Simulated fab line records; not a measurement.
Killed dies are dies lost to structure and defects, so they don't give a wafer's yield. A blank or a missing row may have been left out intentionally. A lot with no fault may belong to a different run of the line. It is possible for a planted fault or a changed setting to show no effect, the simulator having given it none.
Matching of chambers + flow nand harc + rie diel-08 running NHARC_A_CHANNEL_HOLE_D2_DESCUM_15: 4 sister chambers
The step chemistry O2, time 3 s. 8 wafers are shown with their chamber, then 7 later ones without.

== WAFERS WITH THEIR CHAMBER ==
| wafer  | chamber | throttle valve pct (%) | oes product au (a.u.) |
|--------|---------|------------------------|-----------------------|
| L735.3 | 2       | 11.310                 | 1.016                 |
| L735.6 | 0       | 11.302                 | 1.015                 |
| L737.3 | 2       | 11.305                 | 0.999                 |
| L736.2 | 1       | 11.300                 | 1.011                 |
| L736.6 | 0       | 11.305                 | 1.002                 |
| L740.3 | 3       | 11.313                 | 1.028                 |
| L740.4 | 3       | 11.307                 | 1.016                 |
| L740.5 | 1       | 11.317                 | 1.021                 |

== WAFERS WITHOUT THEIR CHAMBER ==
| wafer  | throttle valve pct (%) | oes product au (a.u.) |
|--------|------------------------|-----------------------|
| L742.2 | 11.314                 | 0.989                 |
| L742.5 | 11.314                 | 0.999                 |
| L742.6 | 11.301                 | 1.015                 |
| L751.1 | 11.313                 | 1.019                 |
| L753.2 | 11.325                 | 0.986                 |
| L753.4 | 11.311                 | 1.008                 |
| L753.6 | 11.312                 | 1.010                 |

== WHICH CHAMBER EACH ONE RAN IN ==
| wafer  | from the rows above               | in truth |
|--------|-----------------------------------|----------|
| L742.2 | can't be placed: 2 or 0 or 1 or 3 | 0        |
| L742.5 | can't be placed: 2 or 0 or 1 or 3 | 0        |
| L742.6 | can't be placed: 0 or 1 or 2 or 3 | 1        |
| L751.1 | can't be placed: 3 or 1 or 2 or 0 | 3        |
| L753.2 | can't be placed: 2 or 0 or 1 or 3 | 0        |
| L753.4 | can't be placed: 2 or 1 or 0 or 3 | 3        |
| L753.6 | can't be placed: 2 or 1 or 0 or 3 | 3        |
Placed correctly: 0 of 7. Can't be placed from these rows: 7 (the true chamber is among the candidates in 7). Wrongly placed: 0.
How it was worked out, from the rows above alone: a wafer's distance from a chamber is the root of the sum, over the readings, of the square of ((its reading less the chamber's mean) divided by the reading's scatter). The wafer belongs to the nearest chamber; if the next one is less than 2 further off, it can't be placed. A chamber's mean is the mean of its shown wafers. The scatter: take each reading less its chamber's mean, square it, sum over the shown wafers, divide by the number of wafers less the number of chambers, and take the root.
